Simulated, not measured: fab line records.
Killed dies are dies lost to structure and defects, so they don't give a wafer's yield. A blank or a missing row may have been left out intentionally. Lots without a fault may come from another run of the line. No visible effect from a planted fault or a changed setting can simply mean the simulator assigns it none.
Which tool did it? || flow nandHarc || Sampling: 10 lots, 30 wafers, 5 of 1159 route steps

## WHAT EACH GAUGE READ, for each wafer
NHARC_END_SORT_01.
{"lot": "L332", "measured": "day 25 23:50", "on": "prober-01", "defectLimitedYield (%)": "97.0 97.3 3.2"}

## TOOL THAT RAN EACH LOT (tool first, then ch and the chambers of the sampled wafers, then the start)
{"lot": "L311", "NHARC_A_CONTACT_ETCH_139": "harCapEtch-02 ch 0,1, day 17 01:41", "NHARC_A_M1_ETCH_28": "rieDiel-05 ch 1,2,3, day 18 05:08 or earlier", "NHARC_A_BONDPAD_STRIP_15": "rieDiel-03 ch 1,3, day 18 05:08", "NHARC_THIN_TSV_ETCH_44": "rieDiel-10 ch 1,2,3, day 21 14:29"}
{"lot": "L312", "NHARC_A_CONTACT_ETCH_139": "harCapEtch-03 ch 0,1, day 17 03:58", "NHARC_A_M1_ETCH_28": "rieDiel-11 ch 1,3, day 18 06:02 or earlier", "NHARC_A_BONDPAD_STRIP_15": "rieDiel-06 ch 0,2,3, day 18 06:02", "NHARC_THIN_TSV_ETCH_44": "rieDiel-10 ch 1,3, day 21 16:52"}
{"lot": "L313", "NHARC_A_CONTACT_ETCH_139": "harCapEtch-02 ch 0,1, day 17 04:35", "NHARC_A_M1_ETCH_28": "rieDiel-05 ch 1,2,3, day 18 06:23 or earlier", "NHARC_A_BONDPAD_STRIP_15": "rieDiel-06 ch 1,2,3, day 18 06:23", "NHARC_THIN_TSV_ETCH_44": "rieDiel-10 ch 1,2,3, day 21 18:14"}
{"lot": "L315", "NHARC_A_CONTACT_ETCH_139": "harCapEtch-03 ch 0,1, day 17 19:58", "NHARC_A_M1_ETCH_28": "rieDiel-07 ch 0,2,3, day 18 15:04 or earlier", "NHARC_A_BONDPAD_STRIP_15": "rieDiel-04 ch 0,1, day 18 15:04", "NHARC_THIN_TSV_ETCH_44": "rieDiel-09 ch 0,1,2, day 21 19:20"}
{"lot": "L316", "NHARC_A_CONTACT_ETCH_139": "harCapEtch-01 ch 0,1, day 18 23:14", "NHARC_A_M1_ETCH_28": "rieDiel-07 ch 0,1,2, day 19 19:35 or earlier", "NHARC_A_BONDPAD_STRIP_15": "rieDiel-04 ch 0,1,2, day 19 19:35", "NHARC_THIN_TSV_ETCH_44": "rieDiel-09 ch 0,1,2, day 21 23:14"}
{"lot": "L321", "NHARC_A_CONTACT_ETCH_139": "harCapEtch-03 ch 0,1, day 19 13:47", "NHARC_A_M1_ETCH_28": "rieDiel-07 ch 1,2, day 20 06:48 or earlier", "NHARC_A_BONDPAD_STRIP_15": "rieDiel-03 ch 1,3, day 20 06:48", "NHARC_THIN_TSV_ETCH_44": "rieDiel-09 ch 2,3, day 22 00:11"}
{"lot": "L318", "NHARC_A_CONTACT_ETCH_139": "harCapEtch-03 ch 0,1, day 19 20:41", "NHARC_A_M1_ETCH_28": "rieDiel-05 ch 0,1,3, day 20 18:50 or earlier", "NHARC_A_BONDPAD_STRIP_15": "rieDiel-06 ch 1,2,3, day 20 18:50", "NHARC_THIN_TSV_ETCH_44": "rieDiel-12 ch 0,1,3, day 22 02:29"}
{"lot": "L323", "NHARC_A_CONTACT_ETCH_139": "harCapEtch-03 ch 0,1, day 20 06:47", "NHARC_A_M1_ETCH_28": "rieDiel-11 ch 0,1, day 21 07:50 or earlier", "NHARC_A_BONDPAD_STRIP_15": "rieDiel-04 ch 0,3, day 21 07:50", "NHARC_THIN_TSV_ETCH_44": "rieDiel-09 ch 1,3, day 22 04:50"}
{"lot": "L332", "NHARC_A_CONTACT_ETCH_139": "harCapEtch-02 ch 0,1, day 22 12:05", "NHARC_A_M1_ETCH_28": "rieDiel-05 ch 0,2,3, day 23 06:37 or earlier", "NHARC_A_BONDPAD_STRIP_15": "rieDiel-03 ch 0,1, day 23 06:37", "NHARC_THIN_TSV_ETCH_44": "rieDiel-09 ch 0,1,2, day 23 22:32"}
{"lot": "L333", "NHARC_A_CONTACT_ETCH_139": "harCapEtch-03 ch 1, day 23 01:58", "NHARC_A_M1_ETCH_28": "rieDiel-07 ch 0,1, day 23 23:16 or earlier", "NHARC_A_BONDPAD_STRIP_15": "rieDiel-06 ch 0,2, day 23 23:16", "NHARC_THIN_TSV_ETCH_44": "rieDiel-10 ch 0,1,3, day 24 14:22"}
- NHARC_A_CONTACT_ETCH_139: etches the open film in C4F8/O2/Ar, time 137 s, target depth 590 nm.
- NHARC_A_M1_ETCH_28: etches the open film in CF4/N2, target depth 30 nm, time 72.99 s.
- NHARC_A_BONDPAD_STRIP_15: strips in O2.
- NHARC_THIN_TSV_ETCH_44: etches the open film in CF4/O2, target depth 1594.2 nm, time 797.1 s.

## THE ANSWER, worked out from the rows above alone
Rule: what is usual is taken from the lots themselves. The widest of any qualifying gaps counts: lots, ordered by their means at a reading, are off when they make up no more than a third of the lots, leave a main group of 4 or more, and stand apart from it by 3 or more times the standard deviation of that group's means. The tables above print the reading to a certain number of digits; a main group whose means all agree to those digits is not used. Also off: a lot with no number at a reading for which 4 or more lots have one. Where the step has rows for the other lots, those lots are counted as sound.
No lot is off on any of the readings shown, so nothing can be concluded from this.

## WHAT THE SIMULATOR HAD INSERTED
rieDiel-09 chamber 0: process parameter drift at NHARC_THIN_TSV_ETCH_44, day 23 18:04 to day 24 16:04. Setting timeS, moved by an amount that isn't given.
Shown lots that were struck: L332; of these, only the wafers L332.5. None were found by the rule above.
